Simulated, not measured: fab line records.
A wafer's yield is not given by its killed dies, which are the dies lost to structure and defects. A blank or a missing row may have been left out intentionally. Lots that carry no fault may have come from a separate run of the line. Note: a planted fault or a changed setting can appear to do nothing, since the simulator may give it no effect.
The tool behind it: which one? -- flow nand_harc -- 72 wafers from 24 lots sampled at 6 of the route's 1159 steps

## WHAT EACH GAUGE READ, for each wafer
NHARC_A_CONTACT_INSPECT_23. Usual: raw_defect_count reads 469 (standard deviation 140).
lot,measured,on,raw_defect_count,flag
L074,day 16 19:11,defect_inspect-02,1023 773 538,
L075,day 17 11:02,defect_inspect-02,395 413 353,
L076,day 17 16:23,defect_inspect-01,372 291 321,
L077,day 17 18:07,defect_inspect-02,442 423 443,
L078,day 17 22:54,defect_inspect-01,322 274 427,
L082,day 18 15:37,defect_inspect-01,454 556 692,
L079,day 18 20:58,defect_inspect-02,414 274 436,
L080,day 18 22:55,defect_inspect-02,527 358 321,
L081,day 19 04:21,defect_inspect-01,807 481 561,
L085,day 19 15:31,defect_inspect-01,420 510 605,
L084,day 19 15:50,defect_inspect-01,650 776 889,
L087,day 19 19:50,defect_inspect-01,445 406 501,
L086,day 19 20:43,defect_inspect-02,515 595 452,
L083,day 19 23:30,defect_inspect-01,410 335 562,
L089,day 20 12:37,defect_inspect-01,348 347 596,
L088,day 20 13:20,defect_inspect-02,284 675 349,
L090,day 21 14:11,defect_inspect-02,410 467 452,
L092,day 21 15:55,defect_inspect-01,489 531 409,
L093,day 21 16:25,defect_inspect-02,440 427 508,
L094,day 21 17:56,defect_inspect-02,431 428 369,
L091,day 22 00:14,defect_inspect-01,385 416 299,
L096,day 22 21:37,defect_inspect-01,734 833 504,
L095,day 22 23:47,defect_inspect-02,470 387 358,
L097,day 23 09:22,defect_inspect-02,332 336 360,

NHARC_A_M1_CD_MEAS_09 targets a cd of 120 nm. Usual: cd_nm reads 119.7 nm (standard deviation 0.65).
lot,measured,on,cd_nm (nm),flag
L074,day 17 04:34,cd_sem-01,119.8 120.5 119.5,
L075,day 17 22:13,cd_sem-02,119.5 119.2 118.5,
L076,day 18 04:07,cd_sem-01,119.4 119.6 119.5,
L077,day 18 05:11,cd_sem-01,118.9 119.8 118.6,
L078,day 18 07:35,cd_sem-02,119.2 119.5 119.3,
L082,day 19 02:57,cd_sem-03,120.2 120.2 121.1,
L079,day 19 06:11,cd_sem-01,120.2 120.5 120.8,
L080,day 19 07:43,cd_sem-02,120.6 120.6 120.6,
L081,day 19 20:13,cd_sem-03,120.0 119.0 119.9,
L085,day 20 00:04,cd_sem-02,120.5 120.1 120.2,
L084,day 20 00:11,cd_sem-01,119.5 120.2 119.7,
L087,day 20 04:51,cd_sem-01,120.6 119.0 119.3,
L086,day 20 05:16,cd_sem-02,119.7 118.6 119.3,
L083,day 20 08:25,cd_sem-03,118.9 118.5 119.7,
L089,day 20 23:35,cd_sem-02,119.4 119.1 120.2,
L088,day 21 00:35,cd_sem-01,119.8 120.2 121.0,
L090,day 22 03:33,cd_sem-02,118.9 120.6 119.1,
L092,day 22 04:10,cd_sem-02,119.6 119.1 120.2,
L093,day 22 04:28,cd_sem-03,119.4 119.8 119.1,
L094,day 22 05:30,cd_sem-01,120.0 120.2 119.8,
L091,day 22 16:18,cd_sem-03,121.4 120.3 119.7,
L096,day 23 06:09,cd_sem-02,119.0 119.7 119.5,
L095,day 23 08:52,cd_sem-03,120.5 119.8 120.0,
L097,day 23 20:44,cd_sem-03,119.3 120.0 118.8,

NHARC_A_M1_INSPECT_27. Usual: raw_defect_count reads 515 (standard deviation 160).
lot,measured,on,raw_defect_count,flag
L074,day 17 07:28,defect_inspect-01,299 403 494,
L075,day 18 00:58,defect_inspect-01,620 569 492,
L076,day 18 06:52,defect_inspect-02,553 540 437,
L077,day 18 10:09,defect_inspect-02,320 333 343,
L078,day 18 10:28,defect_inspect-01,317 459 364,
L082,day 19 05:47,defect_inspect-01,758 637 654,
L079,day 19 15:03,defect_inspect-02,798 847 811,
L080,day 19 15:38,defect_inspect-02,1169 426 625,
L081,day 19 23:14,defect_inspect-01,423 516 408,
L085,day 20 02:51,defect_inspect-01,392 381 554,
L084,day 20 02:58,defect_inspect-01,420 312 514,
L087,day 20 07:51,defect_inspect-02,509 690 566,
L086,day 20 08:11,defect_inspect-01,531 601 481,
L083,day 20 11:14,defect_inspect-01,542 430 771,
L089,day 21 02:22,defect_inspect-02,597 456 496,
L088,day 21 03:21,defect_inspect-01,310 419 259,
L090,day 22 06:19,defect_inspect-02,592 394 450,
L092,day 22 06:56,defect_inspect-02,494 423 328,
L093,day 22 07:29,defect_inspect-02,360 325 534,
L094,day 22 08:23,defect_inspect-01,420 349 324,
L091,day 22 19:07,defect_inspect-02,484 480 610,
L096,day 23 09:33,defect_inspect-01,280 357 432,
L095,day 23 11:43,defect_inspect-02,897 594 528,
L097,day 23 23:38,defect_inspect-01,687 610 872,

## TOOL THAT RAN EACH LOT (tool first, then ch and the chambers of the sampled wafers, then the start)
lot,NHARC_A_CONTACT_ETCH_110,NHARC_A_M0_PVD_20,NHARC_A_M1_PVD_21
L074,"rie_diel-03 ch 1,3, day 16 11:49","pvd_sputter-02, day 17 04:34 or earlier","pvd_sputter-01, day 17 07:28 or earlier"
L075,"rie_diel-03 ch 0,1,3, day 17 05:25","pvd_sputter-02, day 17 22:13 or earlier","pvd_sputter-03, day 18 00:58 or earlier"
L076,"rie_diel-10 ch 0,1,3, day 17 11:28","pvd_sputter-01, day 18 04:07 or earlier","pvd_sputter-03, day 18 06:52 or earlier"
L077,"rie_diel-10 ch 1,2,3, day 17 13:25","pvd_sputter-03, day 18 05:11 or earlier","pvd_sputter-01, day 18 10:09 or earlier"
L078,"rie_diel-03 ch 2,3, day 17 17:49","pvd_sputter-03, day 18 07:35 or earlier","pvd_sputter-03, day 18 10:28 or earlier"
L082,"rie_diel-12 ch 0,2,3, day 18 10:15","pvd_sputter-01, day 19 02:57 or earlier","pvd_sputter-01, day 19 05:47 or earlier"
L079,"rie_diel-10 ch 0,1, day 18 15:53","pvd_sputter-01, day 19 06:11 or earlier","pvd_sputter-01, day 19 15:03 or earlier"
L080,"rie_diel-10 ch 1,2, day 18 20:43","pvd_sputter-01, day 19 07:43 or earlier","pvd_sputter-01, day 19 15:38 or earlier"
L081,"rie_diel-03 ch 0,2,3, day 19 01:57","pvd_sputter-01, day 19 20:13 or earlier","pvd_sputter-03, day 19 23:14 or earlier"
L085,"rie_diel-03 ch 1,3, day 19 12:43","pvd_sputter-03, day 20 00:04 or earlier","pvd_sputter-03, day 20 02:51 or earlier"
L084,"rie_diel-12 ch 0,1,3, day 19 13:14","pvd_sputter-01, day 20 00:11 or earlier","pvd_sputter-02, day 20 02:58 or earlier"
L087,"rie_diel-03 ch 1,2, day 19 17:34","pvd_sputter-01, day 20 04:51 or earlier","pvd_sputter-01, day 20 07:51 or earlier"
L086,"rie_diel-12 ch 2,3, day 19 18:34","pvd_sputter-02, day 20 05:16 or earlier","pvd_sputter-01, day 20 08:11 or earlier"
L083,"rie_diel-12 ch 1,2,3, day 19 21:22","pvd_sputter-03, day 20 08:25 or earlier","pvd_sputter-03, day 20 11:14 or earlier"
L089,"rie_diel-03 ch 1,2,3, day 20 09:50","pvd_sputter-03, day 20 23:35 or earlier","pvd_sputter-03, day 21 02:22 or earlier"
L088,"rie_diel-12 ch 0,1,2, day 20 09:56","pvd_sputter-03, day 21 00:35 or earlier","pvd_sputter-02, day 21 03:21 or earlier"
L090,"rie_diel-10 ch 0,1,2, day 21 04:13","pvd_sputter-01, day 22 03:33 or earlier","pvd_sputter-01, day 22 06:19 or earlier"
L092,"rie_diel-10 ch 0,2,3, day 21 13:40","pvd_sputter-01, day 22 04:10 or earlier","pvd_sputter-02, day 22 06:56 or earlier"
L093,"rie_diel-10 ch 0,2,3, day 21 14:13","pvd_sputter-01, day 22 04:28 or earlier","pvd_sputter-01, day 22 06:01"
L094,"rie_diel-10 ch 0,1,3, day 21 15:45","pvd_sputter-02, day 22 05:30 or earlier","pvd_sputter-02, day 22 08:23 or earlier"
L091,"rie_diel-10 ch 0,2,3, day 21 19:02","pvd_sputter-02, day 22 16:18 or earlier","pvd_sputter-03, day 22 19:07 or earlier"
L096,"rie_diel-10 ch 0,2,3, day 22 19:28","pvd_sputter-03, day 23 06:09 or earlier","pvd_sputter-02, day 23 09:33 or earlier"
L095,"rie_diel-12 ch 0,2,3, day 22 21:37","pvd_sputter-03, day 23 08:52 or earlier","pvd_sputter-03, day 23 11:43 or earlier"
L097,"rie_diel-12 ch 0,2,3, day 23 04:22","pvd_sputter-01, day 23 20:44 or earlier","pvd_sputter-03, day 23 23:38 or earlier"
- NHARC_A_CONTACT_ETCH_110: etches the open film in CF4/O2, target depth 50 nm, overetch 5 nm, time 27.5 s.
- NHARC_A_M0_PVD_20: deposits TaN, target thk 5 nm, time 8.06 s.
- NHARC_A_M1_PVD_21: deposits Cu, target thk 30 nm, time 20.49 s.

## WHAT THE TOOLS THEMSELVES READ (means of the sampled wafers that have a number; where no wafer has one, the mark that the record gives instead)
NHARC_A_CONTACT_ETCH_110. Usual: value, then standard deviation, for each; bias_w 100.0 W / 0.31; chamber_pressure_mTorr 30.001 mTorr / 0.027; drypump_motor_current_A 5.6 A / 0.5; oes_product_au 1.008 a.u. / 0.012; rf_vpp_V 197.4 V / 1.3; showerhead_plenum_p_Torr 1.32 Torr / 0.048; throttle_valve_pct 13.397 % / 0.009.
lot,tool,bias_w (W),chamber_pressure_mTorr (mTorr),drypump_motor_current_A (A),oes_product_au (a.u.),rf_vpp_V (V),showerhead_plenum_p_Torr (Torr),throttle_valve_pct (%),flag
L074,rie_diel-03,100.2,29.991,5.6,1.014,197.6,1.33,13.397,
L075,rie_diel-03,100.0,30.011,5.3,1.015,198.0,1.33,13.395,
L076,rie_diel-10,100.1,29.993,5.8,1.016,197.0,1.31,13.393,
L077,rie_diel-10,99.7,29.993,5.8,1.004,196.1,1.27,13.396,
L078,rie_diel-03,99.8,30.020,5.5,1.017,197.9,1.35,13.398,
L082,rie_diel-12,100.0,30.030,5.7,0.991,198.2,1.37,13.391,
L079,rie_diel-10,99.8,29.988,6.2,1.022,198.1,1.32,13.389,
L080,rie_diel-10,100.0,29.981,6.2,1.018,196.7,1.28,13.394,
L081,rie_diel-03,100.0,29.995,5.5,1.007,197.0,1.33,13.391,
L085,rie_diel-03,99.8,29.996,5.7,1.016,197.7,1.32,13.407,
L084,rie_diel-12,100.0,29.995,5.6,1.000,198.0,1.33,13.395,
L087,rie_diel-03,100.6,30.002,5.0,1.009,198.3,1.35,13.400,
L086,rie_diel-12,99.7,30.014,5.6,1.000,198.0,1.36,13.404,
L083,rie_diel-12,99.8,30.011,5.8,1.006,198.2,1.34,13.400,
L089,rie_diel-03,100.3,30.017,5.4,1.011,197.2,1.34,13.405,
L088,rie_diel-12,100.1,29.997,5.9,0.996,197.8,1.34,13.394,
L090,rie_diel-10,100.1,29.993,5.7,1.009,197.4,1.30,13.394,
L092,rie_diel-10,100.0,30.023,5.4,1.012,196.9,1.29,13.397,
L093,rie_diel-10,99.8,29.983,5.4,1.018,196.6,1.29,13.395,
L094,rie_diel-10,100.4,30.006,5.9,1.007,198.0,1.31,13.391,
L091,rie_diel-10,100.0,29.993,5.4,1.020,196.9,1.29,13.400,
L096,rie_diel-10,100.0,29.993,5.4,1.014,196.4,1.29,13.402,
L095,rie_diel-12,99.9,29.992,5.7,1.000,198.1,1.36,13.391,
L097,rie_diel-12,99.8,30.008,5.7,0.994,198.7,1.36,13.393,

NHARC_A_M0_PVD_20. Usual: substrate_temp_c 50.00 C, standard deviation 0.11; throttle_valve_pct 30.1 %, standard deviation 0.54.
lot,tool,substrate_temp_c (C),throttle_valve_pct (%),flag
L074,pvd_sputter-02,49.92,30.1,
L075,pvd_sputter-02,50.13,29.5,
L076,pvd_sputter-01,50.04,29.8,
L077,pvd_sputter-03,50.07,30.2,
L078,pvd_sputter-03,49.90,30.3,
L082,pvd_sputter-01,50.04,30.5,
L079,pvd_sputter-01,49.96,29.7,
L080,pvd_sputter-01,49.97,30.4,
L081,pvd_sputter-01,49.98,30.0,
L085,pvd_sputter-03,50.14,30.6,
L084,pvd_sputter-01,50.01,30.2,
L087,pvd_sputter-01,50.08,30.1,
L086,pvd_sputter-02,50.13,29.6,
L083,pvd_sputter-03,50.03,30.2,
L089,pvd_sputter-03,49.95,30.2,
L088,pvd_sputter-03,49.99,30.2,
L090,pvd_sputter-01,50.02,30.2,
L092,pvd_sputter-01,50.05,29.7,
L093,pvd_sputter-01,50.03,30.1,
L094,pvd_sputter-02,50.08,29.6,
L091,pvd_sputter-02,49.95,29.2,
L096,pvd_sputter-03,50.00,30.0,
L095,pvd_sputter-03,49.85,29.9,
L097,pvd_sputter-01,49.95,29.8,

NHARC_A_M1_PVD_21. Usual: substrate_temp_c 29.99 C, standard deviation 0.098; throttle_valve_pct 30.0 %, standard deviation 0.52.
lot,tool,substrate_temp_c (C),throttle_valve_pct (%),flag
L074,pvd_sputter-01,30.01,29.8,
L075,pvd_sputter-03,29.96,29.8,
L076,pvd_sputter-03,30.11,30.3,
L077,pvd_sputter-01,29.96,30.0,
L078,pvd_sputter-03,30.01,30.2,
L082,pvd_sputter-01,30.02,29.8,
L079,pvd_sputter-01,29.94,30.2,
L080,pvd_sputter-01,30.05,30.0,
L081,pvd_sputter-03,29.96,30.3,
L085,pvd_sputter-03,30.07,29.9,
L084,pvd_sputter-02,29.88,29.5,
L087,pvd_sputter-01,29.95,30.3,
L086,pvd_sputter-01,29.96,29.9,
L083,pvd_sputter-03,30.02,30.1,
L089,pvd_sputter-03,30.03,30.3,
L088,pvd_sputter-02,29.97,29.7,
L090,pvd_sputter-01,30.09,29.7,
L092,pvd_sputter-02,30.01,30.4,
L093,pvd_sputter-01,30.03,29.8,
L094,pvd_sputter-02,30.02,29.6,
L091,pvd_sputter-03,29.99,29.8,
L096,pvd_sputter-02,29.99,30.1,
L095,pvd_sputter-03,30.05,29.6,
L097,pvd_sputter-03,30.03,30.1,

## THE ANSWER, worked out from the rows above alone
Rule: take the mean of a lot's wafers that have a number; if it is more than 3 standard deviations from the usual mean, the lot is off. A lot without any number at a reading at which 4 lots or more have one is off too. Where the step has rows for the other lots, those lots are counted as sound. First the gauges in route order, then the tools' own readings, where a lot's mean is used as printed above. The first step at which some lot is off is used, and at that step the reading that is off furthest; a lot without a number counts as furthest.
None of the lots is off at any reading shown; this tells nothing.

## WHAT THE SIMULATOR PUT IN
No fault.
